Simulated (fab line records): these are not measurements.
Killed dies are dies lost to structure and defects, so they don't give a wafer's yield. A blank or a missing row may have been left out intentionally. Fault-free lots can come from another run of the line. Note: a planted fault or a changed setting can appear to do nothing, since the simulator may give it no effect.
Chamber matching | flow n5Finfet | N5_BEOL_M5_ETCH_62 on rieDiel-03 has 4 sister chambers
The step etches SOC in N2/H2, target depth 75 nm, overetch 15 nm, time 112.5 s. 27 wafers are shown with their chamber, then 12 later ones without.

== WAFERS PAIRED WITH THEIR CHAMBERS ==
wafer  | chamber | throttleValvePct (%) | showerheadPlenumPTorr (Torr) | oesProductAu (a.u.)
L074.3 | 3       | 17.77                | 2.67                         | 0.64
L074.4 | 0       | 18.26                | 2.52                         | 0.57
L074.5 | 0       | 18.28                | 2.53                         | 0.58
L076.1 | 1       | 17.74                | 2.62                         | 0.75
L076.2 | 0       | 18.28                | 2.52                         | 0.57
L076.3 | 3       | 17.76                | 2.67                         | 0.64
L076.4 | 2       | 17.79                | 2.58                         | 0.67
L076.5 | 0       | 18.28                | 2.52                         | 0.58
L076.6 | 3       | 17.77                | 2.67                         | 0.64
L079.2 | 2       | 17.80                | 2.58                         | 0.66
L079.3 | 1       | 17.75                | 2.62                         | 0.74
L079.4 | 3       | 17.77                | 2.67                         | 0.64
L083.4 | 2       | 17.80                | 2.58                         | 0.65
L083.5 | 2       | 17.81                | 2.58                         | 0.66
L083.6 | 3       | 17.76                | 2.66                         | 0.62
L087.1 | 0       | 18.29                | 2.52                         | 0.56
L087.2 | 1       | 17.77                | 2.61                         | 0.71
L087.3 | 2       | 17.79                | 2.57                         | 0.65
L089.4 | 1       | 17.79                | 2.61                         | 0.70
L089.5 | 3       | 17.79                | 2.66                         | 0.63
L089.6 | 0       | 18.32                | 2.52                         | 0.56
L088.1 | 0       | 18.33                | 2.52                         | 0.56
L088.2 | 3       | 17.80                | 2.66                         | 0.63
L088.3 | 1       | 17.79                | 2.61                         | 0.71
L088.4 | 2       | 17.81                | 2.57                         | 0.64
L088.5 | 1       | 17.78                | 2.61                         | 0.70
L088.6 | 2       | 17.83                | 2.57                         | 0.64

SIGNATURES, as means of the wafers listed above
reading               | chamber 0 | chamber 1 | chamber 2 | chamber 3 | scatter within a chamber
throttleValvePct      | 18.2914   | 17.7700   | 17.8043   | 17.7743   | 0.0191
showerheadPlenumPTorr | 2.5214    | 2.6133    | 2.5757    | 2.6657    | 0.00494
oesProductAu          | 0.5686    | 0.7183    | 0.6529    | 0.6343    | 0.013
Rule: a wafer's distance from a chamber is the root of the sum, over the readings, of the square of ((its reading less the chamber's mean) divided by the reading's scatter). If the next closest chamber is less than 2 further off than the closest, the wafer can't be placed; otherwise it belongs to the closest. The scatter is the square root of a quotient: the sum, over the shown wafers, of each reading's squared deviation from its chamber's mean, divided by wafers minus chambers.

== WAFERS WHOSE CHAMBER IS MISSING ==
wafer  | throttleValvePct (%) | showerheadPlenumPTorr (Torr) | oesProductAu (a.u.)
L092.1 | 18.32                | 2.52                         | 0.56
L092.4 | 17.80                | 2.66                         | 0.62
L092.5 | 18.32                | 2.52                         | 0.56
L093.1 | 18.31                | 2.51                         | 0.57
L093.2 | 17.78                | 2.61                         | 0.69
L093.3 | 17.82                | 2.57                         | 0.64
L093.4 | 17.81                | 2.66                         | 0.62
L093.5 | 17.78                | 2.66                         | 0.62
L093.6 | 17.81                | 2.57                         | 0.64
L097.2 | 17.82                | 2.65                         | 0.61
L097.3 | 18.33                | 2.51                         | 0.55
L097.5 | 17.83                | 2.65                         | 0.61

== THE CHAMBER EACH PASSED THROUGH ==
wafer  | from the rows above | in truth
L092.1 | 0                   | 0
L092.4 | 3                   | 3
L092.5 | 0                   | 0
L093.1 | 0                   | 0
L093.2 | 1                   | 1
L093.3 | 2                   | 2
L093.4 | 3                   | 3
L093.5 | 3                   | 3
L093.6 | 2                   | 2
L097.2 | 3                   | 3
L097.3 | 0                   | 0
L097.5 | 3                   | 3
Placed correctly: 12 of 12. Not placeable from these rows: 0. 0 placed wrongly.
